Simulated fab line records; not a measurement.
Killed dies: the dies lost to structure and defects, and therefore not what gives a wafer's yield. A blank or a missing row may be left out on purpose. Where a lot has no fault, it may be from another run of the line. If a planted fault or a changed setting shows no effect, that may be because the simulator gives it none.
Chamber matching :: flow nand_harc :: NHARC_A_STAIRCASE_ETCH_444 on rie_diel-11 has 4 sister chambers
The step etches the open film in C4F8/O2, target depth 10200 nm, time 3400 s. 8 wafers are shown with their chamber, then 8 later ones without.

== WAFERS PAIRED WITH THEIR CHAMBERS ==
wafer: L083.6
chamber: 3
rf_vpp_V (V): 805
oes_product_au (a.u.): 0.920

wafer: L089.2
chamber: 3
rf_vpp_V (V): 804
oes_product_au (a.u.): 0.943

wafer: L089.3
chamber: 0
rf_vpp_V (V): 799
oes_product_au (a.u.): 0.945

wafer: L089.6
chamber: 1
rf_vpp_V (V): 808
oes_product_au (a.u.): 0.962

wafer: L089.1
chamber: 1
rf_vpp_V (V): 807
oes_product_au (a.u.): 0.961

wafer: L089.4
chamber: 2
rf_vpp_V (V): 804
oes_product_au (a.u.): 0.955

wafer: L089.5
chamber: 0
rf_vpp_V (V): 799
oes_product_au (a.u.): 0.958

wafer: L097.3
chamber: 2
rf_vpp_V (V): 805
oes_product_au (a.u.): 0.938

== WAFERS WHOSE CHAMBER IS MISSING ==
wafer: L097.4
rf_vpp_V (V): 799
oes_product_au (a.u.): 0.929

wafer: L097.6
rf_vpp_V (V): 805
oes_product_au (a.u.): 0.928

wafer: L097.1
rf_vpp_V (V): 806
oes_product_au (a.u.): 0.936

wafer: L097.2
rf_vpp_V (V): 803
oes_product_au (a.u.): 0.934

wafer: L097.5
rf_vpp_V (V): 803
oes_product_au (a.u.): 0.938

wafer: L096.2
rf_vpp_V (V): 803
oes_product_au (a.u.): 0.927

wafer: L096.5
rf_vpp_V (V): 803
oes_product_au (a.u.): 0.925

wafer: L096.6
rf_vpp_V (V): 802
oes_product_au (a.u.): 0.942

== EACH ONE'S CHAMBER ==
wafer: L097.4
from the rows above: 0
in truth: 0

wafer: L097.6
from the rows above: can't be placed: 3 or 2
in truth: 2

wafer: L097.1
from the rows above: can't be placed: 3 or 2 or 1
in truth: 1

wafer: L097.2
from the rows above: can't be placed: 3 or 2
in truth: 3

wafer: L097.5
from the rows above: can't be placed: 3 or 2
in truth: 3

wafer: L096.2
from the rows above: can't be placed: 3 or 2
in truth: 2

wafer: L096.5
from the rows above: can't be placed: 3 or 2
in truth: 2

wafer: L096.6
from the rows above: can't be placed: 2 or 3 or 0
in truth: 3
Correctly placed: 1 of 8. Cannot be placed on the basis of these rows: 7; the candidates contain the true chamber in 7. 0 placed wrongly.
How it was worked out, from the rows above alone: a wafer's distance from a chamber is the root of the sum, over the readings, of the square of ((its reading less the chamber's mean) divided by the reading's scatter). The wafer belongs to the nearest chamber; if the next one is less than 2 further off, it can't be placed. Each chamber's mean is taken over the wafers shown for it. The scatter is the square root of a quotient: the sum, over the shown wafers, of each reading's squared deviation from its chamber's mean, divided by wafers minus chambers.
